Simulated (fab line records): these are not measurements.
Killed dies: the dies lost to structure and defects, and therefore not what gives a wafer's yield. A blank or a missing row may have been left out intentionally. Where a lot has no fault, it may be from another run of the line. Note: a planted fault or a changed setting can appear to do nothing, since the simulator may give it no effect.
Which tool is to blame? | flow n5Finfet | 36 wafers from 12 lots sampled at 5 of the route's 1938 steps

== WHAT EACH GAUGE READ, for each wafer ==
N5_BEOL_M2_CD_MEAS_35: target cd 18 nm, target cd y 22.2 nm.
lot  | measured     | on       | cdNm (nm)
L074 | day 7 02:52  | cdSem-03 | 17.8 18.5 17.5
L077 | day 7 15:32  | cdSem-03 | 17.6 18.5 17.3
L079 | day 7 21:57  | cdSem-03 | 18.4 18.4 18.3
L081 | day 8 19:13  | cdSem-01 | 18.4 17.8 18.6
L083 | day 9 00:34  | cdSem-03 | 18.2 18.4 18.5
L085 | day 9 13:00  | cdSem-03 | 17.7 18.3 18.2
L088 | day 10 06:08 | cdSem-02 | 17.9 18.0 18.0
L089 | day 10 19:49 | cdSem-02 | 18.5 17.8 18.7
L091 | day 11 01:53 | cdSem-01 | 17.7 18.6 18.1
L094 | day 11 16:08 | cdSem-03 | 17.6 18.7 18.5
L095 | day 12 06:09 | cdSem-01 | 18.0 18.1 17.8
L097 | day 12 14:47 | cdSem-03 | 17.3 17.7 17.8

== EACH LOT AND THE TOOL THAT RAN IT (in order: tool; ch and the chambers of the sampled wafers; start) ==
lot  | N5_BEOL_M2_DESCUM_16              | N5_BEOL_M2_HM_OPEN_17            | N5_BEOL_M2_ALD_98                | N5_BEOL_M2_STRIP_36
L074 | rieDiel-05 ch 0,1,2, day 7 00:56  | rieMetal-01 ch 0,1, day 7 01:11  | aldSin-04 ch 0,1,2, day 7 02:11  | rieDiel-04 ch 0,1,2, day 7 02:31
L077 | rieDiel-04 ch 1,2,3, day 7 09:04  | rieMetal-03 ch 0,1, day 7 09:19  | aldSin-03 ch 0,1,2, day 7 10:26  | rieDiel-05 ch 0,1,3, day 7 15:11
L079 | rieDiel-04 ch 1,3, day 7 15:29    | rieMetal-02 ch 0,1, day 7 15:44  | aldSin-01 ch 0,1, day 7 16:34    | rieDiel-01 ch 0,1,2, day 7 21:35
L081 | rieDiel-05 ch 0,1,2, day 8 09:13  | rieMetal-03 ch 0,1, day 8 09:30  | aldSin-03 ch 0,1,2, day 8 10:14  | rieDiel-01 ch 1,3, day 8 18:52
L083 | rieDiel-05 ch 1,2, day 8 15:39    | rieMetal-02 ch 0,1, day 8 15:55  | aldSin-03 ch 1,2,3, day 8 17:10  | rieDiel-01 ch 0,1, day 9 00:14
L085 | rieDiel-01 ch 0,1,2, day 9 11:16  | rieMetal-03 ch 0,1, day 9 11:32  | aldSin-04 ch 1,2, day 9 12:18    | rieDiel-04 ch 0,2,3, day 9 12:39
L088 | rieDiel-04 ch 1,3, day 10 02:52   | rieMetal-01 ch 0,1, day 10 03:07 | aldSin-04 ch 0,3, day 10 04:01   | rieDiel-05 ch 0,2,3, day 10 05:47
L089 | rieDiel-05 ch 1,3, day 10 16:47   | rieMetal-03 ch 0,1, day 10 17:02 | aldSin-03 ch 1,2, day 10 17:59   | rieDiel-04 ch 1,2, day 10 19:29
L091 | rieDiel-01 ch 0,1,2, day 10 23:43 | rieMetal-03 ch 0,1, day 10 23:58 | aldSin-01 ch 1,2, day 11 00:59   | rieDiel-05 ch 1,2,3, day 11 01:32
L094 | rieDiel-04 ch 0,2,3, day 11 09:47 | rieMetal-02 ch 0,1, day 11 10:02 | aldSin-04 ch 0,1,2, day 11 10:48 | rieDiel-01 ch 1,2, day 11 15:47
L095 | rieDiel-01 ch 1,2, day 11 15:20   | rieMetal-02 ch 0,1, day 11 15:37 | aldSin-03 ch 0,3, day 11 16:27   | rieDiel-04 ch 0,1,2, day 12 05:49
L097 | rieDiel-04 ch 0,1, day 12 10:35   | rieMetal-01 ch 0,1, day 12 10:52 | aldSin-03 ch 1,2, day 12 12:19   | rieDiel-01 ch 0,1, day 12 14:26
- N5_BEOL_M2_DESCUM_16: chemistry O2, time 7 s.
- N5_BEOL_M2_HM_OPEN_17: chemistry Cl2/BCl3, target TiN, target depth 20 nm, overetch 6 nm.
- N5_BEOL_M2_ALD_98: deposits SiO2, target thk 2.5 nm, pulse time 1 s, co reactant pulse time 1 s.
- N5_BEOL_M2_STRIP_36: strips in N2/H2.

== THE ANSWER, worked out from the rows above alone ==
Rule: what is usual is taken from the lots themselves. Put in order of their means at a reading, lots are off if they are a third of the lots or fewer, leave a main group of 4 or more, and stand apart from it by a gap of 3 or more times the standard deviation of the main group's means; of several such gaps the widest counts. A main group whose means are all the same, to the digits that the tables above print for the reading, isn't used. A lot without any number at a reading at which 4 lots or more have one is off too. Any other lot the step has rows for is counted as sound.
Across all readings shown, no lot is off: no conclusion can be drawn from this.

== WHAT THE SIMULATOR HAD INSERTED ==
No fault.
